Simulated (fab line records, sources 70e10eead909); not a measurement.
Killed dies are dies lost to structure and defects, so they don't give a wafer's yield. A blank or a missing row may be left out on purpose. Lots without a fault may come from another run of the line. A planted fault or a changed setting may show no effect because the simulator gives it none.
Problem report in the 8D (eight disciplines) form, filled by code | flow nand_harc | the parts of the form that need people (team, actions taken, sign-off) are left out

1. THE PROBLEM
run_length_s at NHARC_P_CONTACT_ETCH_31 reads a mean of 65.1 s on 2 wafers of 2 lots; wafers without a fault read 107.0 s with a standard deviation of 0.43. That is -97 standard deviations from the usual mean.
The step: etches the open film in CH3F/O2, target depth 30 nm, time 85.7 s.
First seen on wafer L129.1, day 10 22:42, on rie_diel-06. The record holds 33 wafers of 11 lots with a number at this step. Rule for "out", or "out of limits": more than 4 standard deviations from the usual mean. The other wafers with a number count as sound.

2. WHAT IT IS AND WHAT IT IS NOT
question                    | is                | is not
which readings at this step | run_length_s      | drypump_motor_current_A, mfc_ar_sccm, rf_vpp_V, showerhead_plenum_p_Torr, throttle_valve_pct
which lots                  | L129, L133        | L122, L125, L126, L127, L130, L136, L138, L139, L140
which wafers of those lots  | L129.1, L133.6    | L129.2, L129.6, L133.3, L133.5
read on which tools         | rie_diel-06       | rie_diel-02, rie_diel-05
when                        | from day 10 22:42 | up to then (17 sound wafers); but 14 sound wafers of L133, L136, L138, L139, L140 came after

3. SUSPECTS, AND WHAT RULES EACH OUT
Counting: a tool at a process step up to the reading stays a suspect if it ran every lot that is out. Sound lots after the first of them don't rule it out here, since some wafers of a struck lot are sound.
- rie_diel-06 at NHARC_P_CONTACT_ETCH_36 (etches the open film in N2/H2, target depth 260 nm, time 406.25 s): kept. It ran every lot that is out, first L129 (day 10 22:42); its last sound lot up to then is L127 (day 9 17:13). NHARC_P_CONTACT_ETCH_36 gives no start for some lots, so the hours and the order of its lots are those of NHARC_P_CONTACT_ETCH_31.
- rie_diel-06 at NHARC_P_CONTACT_ETCH_31 (etches the open film in CH3F/O2, target depth 30 nm, time 85.7 s): kept. It ran every lot that is out, first L129 (day 10 22:42); its last sound lot up to then is L127 (day 9 17:13). Its own readings are out on those wafers: run_length_s.
- Within rie_diel-06 at NHARC_P_CONTACT_ETCH_31: the wafers that are out ran in chamber 0; their sound lot-mates ran in chambers 2, 3.
Left after counting: rie_diel-06 at NHARC_P_CONTACT_ETCH_36, rie_diel-06 at NHARC_P_CONTACT_ETCH_31.

4. THE CAUSE (what the simulator had put in)
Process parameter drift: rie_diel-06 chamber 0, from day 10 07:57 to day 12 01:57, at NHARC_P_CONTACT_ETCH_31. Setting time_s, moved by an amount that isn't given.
Counting left 2 suspects, and this tool is among them.

5. THE CHAIN OF EFFECTS, in route order
Each row: a reading whose mean over the struck wafers that have a number lies more than 3 standard deviations from the usual. Only readings for which the record gives a usual standard deviation are gone through. hours: the time from each lot's start at the first step in this table that gives one to its start at this step, as a median over the lots. sigmas: the change in usual standard deviations.
hours | step                    | reading      | usual   | on struck wafers | change | sigmas
0     | NHARC_P_CONTACT_ETCH_31 | run_length_s | 107.0 s | 65.1             | -41.9  | -97
The process steps in it:
- NHARC_P_CONTACT_ETCH_31: etches the open film in CH3F/O2, target depth 30 nm, time 85.7 s.

6. WHAT WOULD HAVE CAUGHT IT SOONER
In this record the first reading out of limits was taken at day 10 22:42, 15 hours after the fault began at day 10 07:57.
